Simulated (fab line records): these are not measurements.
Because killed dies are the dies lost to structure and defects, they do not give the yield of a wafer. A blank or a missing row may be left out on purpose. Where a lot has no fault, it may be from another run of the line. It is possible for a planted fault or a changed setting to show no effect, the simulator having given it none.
Matching of chambers :: flow n5_finfet :: 4 sister chambers for N5_BEOL_M9_ETCH_66 on rie_diel-01
The step etches SOC in N2/H2, target depth 80 nm, overetch 16 nm, time 120 s. 22 wafers are shown with their chamber, then 11 later ones without.

## WAFERS, EACH WITH ITS CHAMBER
wafer: L074.1
chamber: 1
showerhead_plenum_p_Torr (Torr): 2.41
throttle_valve_pct (%): 18.1
drypump_motor_current_A (A): 5.1

wafer: L074.5
chamber: 3
showerhead_plenum_p_Torr (Torr): 2.57
throttle_valve_pct (%): 17.2
drypump_motor_current_A (A): 5.6

wafer: L074.6
chamber: 1
showerhead_plenum_p_Torr (Torr): 2.41
throttle_valve_pct (%): 18.2
drypump_motor_current_A (A): 5.1

wafer: L077.1
chamber: 1
showerhead_plenum_p_Torr (Torr): 2.41
throttle_valve_pct (%): 18.2
drypump_motor_current_A (A): 5.1

wafer: L077.3
chamber: 2
showerhead_plenum_p_Torr (Torr): 2.46
throttle_valve_pct (%): 17.6
drypump_motor_current_A (A): 5.4

wafer: L077.6
chamber: 2
showerhead_plenum_p_Torr (Torr): 2.46
throttle_valve_pct (%): 17.6
drypump_motor_current_A (A): 5.5

wafer: L079.1
chamber: 1
showerhead_plenum_p_Torr (Torr): 2.41
throttle_valve_pct (%): 18.2
drypump_motor_current_A (A): 5.1

wafer: L079.3
chamber: 2
showerhead_plenum_p_Torr (Torr): 2.46
throttle_valve_pct (%): 17.6
drypump_motor_current_A (A): 5.4

wafer: L079.4
chamber: 1
showerhead_plenum_p_Torr (Torr): 2.41
throttle_valve_pct (%): 18.2
drypump_motor_current_A (A): 5.1

wafer: L080.3
chamber: 3
showerhead_plenum_p_Torr (Torr): 2.56
throttle_valve_pct (%): 17.3
drypump_motor_current_A (A): 5.6

wafer: L080.4
chamber: 1
showerhead_plenum_p_Torr (Torr): 2.41
throttle_valve_pct (%): 18.2
drypump_motor_current_A (A): 5.1

wafer: L080.5
chamber: 1
showerhead_plenum_p_Torr (Torr): 2.41
throttle_valve_pct (%): 18.2
drypump_motor_current_A (A): 5.1

wafer: L087.1
chamber: 2
showerhead_plenum_p_Torr (Torr): 2.45
throttle_valve_pct (%): 17.6
drypump_motor_current_A (A): 5.5

wafer: L087.2
chamber: 1
showerhead_plenum_p_Torr (Torr): 2.40
throttle_valve_pct (%): 18.2
drypump_motor_current_A (A): 5.1

wafer: L087.4
chamber: 0
showerhead_plenum_p_Torr (Torr): 2.69
throttle_valve_pct (%): 17.7
drypump_motor_current_A (A): 5.3

wafer: L090.1
chamber: 1
showerhead_plenum_p_Torr (Torr): 2.40
throttle_valve_pct (%): 18.2
drypump_motor_current_A (A): 5.1

wafer: L090.2
chamber: 0
showerhead_plenum_p_Torr (Torr): 2.69
throttle_valve_pct (%): 17.7
drypump_motor_current_A (A): 5.4

wafer: L090.6
chamber: 2
showerhead_plenum_p_Torr (Torr): 2.45
throttle_valve_pct (%): 17.6
drypump_motor_current_A (A): 5.5

wafer: L091.2
chamber: 1
showerhead_plenum_p_Torr (Torr): 2.40
throttle_valve_pct (%): 18.2
drypump_motor_current_A (A): 5.1

wafer: L091.3
chamber: 3
showerhead_plenum_p_Torr (Torr): 2.55
throttle_valve_pct (%): 17.3
drypump_motor_current_A (A): 5.6

wafer: L091.4
chamber: 2
showerhead_plenum_p_Torr (Torr): 2.45
throttle_valve_pct (%): 17.6
drypump_motor_current_A (A): 5.4

wafer: L092.2
chamber: 2
showerhead_plenum_p_Torr (Torr): 2.44
throttle_valve_pct (%): 17.6
drypump_motor_current_A (A): 5.5

SIGNATURES, as means of the wafers listed above
reading: showerhead_plenum_p_Torr
chamber 0: 2.6900
chamber 1: 2.4070
chamber 2: 2.4529
chamber 3: 2.5600
scatter within a chamber: 0.00647

reading: throttle_valve_pct
chamber 0: 17.700
chamber 1: 18.190
chamber 2: 17.600
chamber 3: 17.267
scatter within a chamber: 0.0295

reading: drypump_motor_current_A
chamber 0: 5.350
chamber 1: 5.100
chamber 2: 5.457
chamber 3: 5.600
scatter within a chamber: 0.0351
Rule: distance of a wafer from a chamber = root of the sum over the readings of ((wafer's reading minus chamber's mean) / reading's scatter) squared. If the next closest chamber is less than 2 further off than the closest, the wafer can't be placed; otherwise it belongs to the closest. The scatter: take each reading less its chamber's mean, square it, sum over the shown wafers, divide by the number of wafers less the number of chambers, and take the root.

## WAFERS MISSING THEIR CHAMBER
wafer: L092.4
showerhead_plenum_p_Torr (Torr): 2.55
throttle_valve_pct (%): 17.3
drypump_motor_current_A (A): 5.7

wafer: L092.6
showerhead_plenum_p_Torr (Torr): 2.55
throttle_valve_pct (%): 17.3
drypump_motor_current_A (A): 5.6

wafer: L094.2
showerhead_plenum_p_Torr (Torr): 2.39
throttle_valve_pct (%): 18.2
drypump_motor_current_A (A): 5.1

wafer: L094.3
showerhead_plenum_p_Torr (Torr): 2.44
throttle_valve_pct (%): 17.6
drypump_motor_current_A (A): 5.4

wafer: L094.5
showerhead_plenum_p_Torr (Torr): 2.44
throttle_valve_pct (%): 17.6
drypump_motor_current_A (A): 5.4

wafer: L095.1
showerhead_plenum_p_Torr (Torr): 2.55
throttle_valve_pct (%): 17.3
drypump_motor_current_A (A): 5.6

wafer: L095.2
showerhead_plenum_p_Torr (Torr): 2.68
throttle_valve_pct (%): 17.8
drypump_motor_current_A (A): 5.3

wafer: L095.4
showerhead_plenum_p_Torr (Torr): 2.39
throttle_valve_pct (%): 18.2
drypump_motor_current_A (A): 5.1

wafer: L097.1
showerhead_plenum_p_Torr (Torr): 2.55
throttle_valve_pct (%): 17.3
drypump_motor_current_A (A): 5.6

wafer: L097.4
showerhead_plenum_p_Torr (Torr): 2.68
throttle_valve_pct (%): 17.8
drypump_motor_current_A (A): 5.3

wafer: L097.5
showerhead_plenum_p_Torr (Torr): 2.68
throttle_valve_pct (%): 17.8
drypump_motor_current_A (A): 5.4

## CHAMBER TAKEN BY EACH
wafer: L092.4
from the rows above: 3
in truth: 3

wafer: L092.6
from the rows above: 3
in truth: 3

wafer: L094.2
from the rows above: 1
in truth: 1

wafer: L094.3
from the rows above: 2
in truth: 2

wafer: L094.5
from the rows above: 2
in truth: 2

wafer: L095.1
from the rows above: 3
in truth: 3

wafer: L095.2
from the rows above: 0
in truth: 0

wafer: L095.4
from the rows above: 1
in truth: 1

wafer: L097.1
from the rows above: 3
in truth: 3

wafer: L097.4
from the rows above: 0
in truth: 0

wafer: L097.5
from the rows above: 0
in truth: 0
Correct placement for 11 of the 11. Not placeable from these rows: 0. Number placed wrongly: 0.
